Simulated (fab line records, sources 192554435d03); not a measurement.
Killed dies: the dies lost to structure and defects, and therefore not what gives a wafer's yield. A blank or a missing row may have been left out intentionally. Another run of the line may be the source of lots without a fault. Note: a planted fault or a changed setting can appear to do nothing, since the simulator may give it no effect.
Split-lot trial || flow n5_finfet || 21 wafers read across 7 lots, on a route 1938 steps long

## ON THE SPLIT
At N5_WELL_APT_EXPOSE_22 (exposes mask PWELL, defocus 0 nm, target cd 200 nm), the setting dose_mj was moved away from the recipe's 23.2 on 7 of the 21 wafers read, by -7.1% to +6.8%. All remaining wafers had this setting at the recipe value.

## FROM THE SPLIT TO THE READING: what the file shows between them, 3 steps
- N5_WELL_APT_PEB_23: peb time 90 s
- N5_WELL_APT_DEVELOP_24: develop time 45 s
- N5_WELL_APT_HARDBAKE_29: time 120 s

## THE READING
cd_nm, in nm, at N5_WELL_APT_CD_MEAS_25 (target cd 200 nm). A value of 199.8 nm with a standard deviation of 1.7 nm is what fault-free wafers of this fab line usually give.

{"wafer": "L083.1", "tool, chamber at the split": "krf_scanner-02, 0", "dose_mj as run": 23.2, "against the recipe": "recipe", "cd_nm, nm": 197.9, "against lot-mates on the recipe": "-"}
{"wafer": "L083.2", "tool, chamber at the split": "krf_scanner-02, 0", "dose_mj as run": 22.06, "against the recipe": "-4.9%", "cd_nm, nm": 191.2, "against lot-mates on the recipe": -6.7}
{"wafer": "L083.6", "tool, chamber at the split": "krf_scanner-02, 0", "dose_mj as run": 22.06, "against the recipe": "-4.9%", "cd_nm, nm": 190.9, "against lot-mates on the recipe": -7.0}
{"wafer": "L084.1", "tool, chamber at the split": "krf_scanner-02, 0", "dose_mj as run": 21.55, "against the recipe": "-7.1%", "cd_nm, nm": 184.7, "against lot-mates on the recipe": -15.6}
{"wafer": "L084.5", "tool, chamber at the split": "krf_scanner-02, 0", "dose_mj as run": 21.55, "against the recipe": "-7.1%", "cd_nm, nm": 185.0, "against lot-mates on the recipe": -15.3}
{"wafer": "L084.6", "tool, chamber at the split": "krf_scanner-02, 0", "dose_mj as run": 23.2, "against the recipe": "recipe", "cd_nm, nm": 200.3, "against lot-mates on the recipe": "-"}
{"wafer": "L085.1", "tool, chamber at the split": "krf_scanner-01, 0", "dose_mj as run": 24.77, "against the recipe": "+6.8%", "cd_nm, nm": 211.8, "against lot-mates on the recipe": "+11.0"}
{"wafer": "L085.2", "tool, chamber at the split": "krf_scanner-01, 0", "dose_mj as run": 23.2, "against the recipe": "recipe", "cd_nm, nm": 201.5, "against lot-mates on the recipe": "-"}
{"wafer": "L085.4", "tool, chamber at the split": "krf_scanner-01, 0", "dose_mj as run": 23.2, "against the recipe": "recipe", "cd_nm, nm": 200.1, "against lot-mates on the recipe": "-"}
{"wafer": "L089.3", "tool, chamber at the split": "krf_scanner-02, 0", "dose_mj as run": 23.2, "against the recipe": "recipe", "cd_nm, nm": 198.0, "against lot-mates on the recipe": "-"}
{"wafer": "L089.4", "tool, chamber at the split": "krf_scanner-02, 0", "dose_mj as run": 23.2, "against the recipe": "recipe", "cd_nm, nm": 198.5, "against lot-mates on the recipe": "-"}
{"wafer": "L089.6", "tool, chamber at the split": "krf_scanner-02, 0", "dose_mj as run": 23.2, "against the recipe": "recipe", "cd_nm, nm": 200.8, "against lot-mates on the recipe": "-"}
{"wafer": "L090.2", "tool, chamber at the split": "krf_scanner-02, 0", "dose_mj as run": 23.2, "against the recipe": "recipe", "cd_nm, nm": 203.2, "against lot-mates on the recipe": "-"}
{"wafer": "L090.4", "tool, chamber at the split": "krf_scanner-02, 0", "dose_mj as run": 22.01, "against the recipe": "-5.1%", "cd_nm, nm": 191.6, "against lot-mates on the recipe": -8.7}
{"wafer": "L090.5", "tool, chamber at the split": "krf_scanner-02, 0", "dose_mj as run": 23.2, "against the recipe": "recipe", "cd_nm, nm": 197.4, "against lot-mates on the recipe": "-"}
{"wafer": "L092.1", "tool, chamber at the split": "krf_scanner-02, 0", "dose_mj as run": 23.2, "against the recipe": "recipe", "cd_nm, nm": 200.9, "against lot-mates on the recipe": "-"}
{"wafer": "L092.3", "tool, chamber at the split": "krf_scanner-02, 0", "dose_mj as run": 22.73, "against the recipe": "-2.0%", "cd_nm, nm": 195.3, "against lot-mates on the recipe": -4.9}
{"wafer": "L092.5", "tool, chamber at the split": "krf_scanner-02, 0", "dose_mj as run": 23.2, "against the recipe": "recipe", "cd_nm, nm": 199.6, "against lot-mates on the recipe": "-"}
{"wafer": "L095.2", "tool, chamber at the split": "krf_scanner-02, 0", "dose_mj as run": 23.2, "against the recipe": "recipe", "cd_nm, nm": 200.1, "against lot-mates on the recipe": "-"}
{"wafer": "L095.5", "tool, chamber at the split": "krf_scanner-02, 0", "dose_mj as run": 23.2, "against the recipe": "recipe", "cd_nm, nm": 200.9, "against lot-mates on the recipe": "-"}
{"wafer": "L095.6", "tool, chamber at the split": "krf_scanner-02, 0", "dose_mj as run": 23.2, "against the recipe": "recipe", "cd_nm, nm": 198.3, "against lot-mates on the recipe": "-"}

THE FIT
A straight line over all 21 wafers: cd_nm changes by +1.9 nm for each +1% of dose_mj; r = +0.97; the points scatter about the line by 1.5 nm.
The same after taking each lot's own level away (the mean of its wafers on the recipe; 21 wafers): +1.83 nm for each +1%; r = +0.96; scatter 1.6 nm.
That fit puts the effect of the largest move of dose_mj on the reading at 13 nm.
The span of the lots' own levels, 197.90 to 200.80 nm, comes to 1.7 times the standard deviation stated above.
Hence the lot-to-lot level has little effect on the slope; both slopes agree.
Check: with one of the wafers moved furthest among these (-7.1%) left out of the fit, the line predicts -12.4 nm for it against its lot-mates. It came out at -15.6 nm against them.

## FURTHER SPLITS ON THESE WAFERS
Other splits were also applied to these wafers ahead of the reading. Each is held against what the fit with the lots' levels taken away leaves over:
{"other split on the same wafers": "N5_ZERO_LAYER_PECVD_02 time_s", "wafers away from the commonest value": 4, "r with cd_nm (lot level and that fit taken away)": -0.34}

## THE WHOLE CHAIN: every reading that the file lists as answering this split, in the file's order
{"step": "N5_WELL_APT_CD_MEAS_25", "what it does": "target cd 200 nm", "reading": "cd_nm", "change (the file's fit)": "+1.81 nm for each +1% of the setting", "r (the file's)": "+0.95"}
{"step": "N5_WELL_APT_DESCUM_30", "what it does": "chemistry O2, time 7.9 s", "reading": "WELL_APT.cd_nm (the simulator's own value, which no gauge read)", "change (the file's fit)": "+1.84 nm for each +1% of the setting", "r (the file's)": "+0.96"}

## FILE'S OWN FIT
cd_nm changes by +1.81 nm for each +1% of dose_mj, r = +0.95.
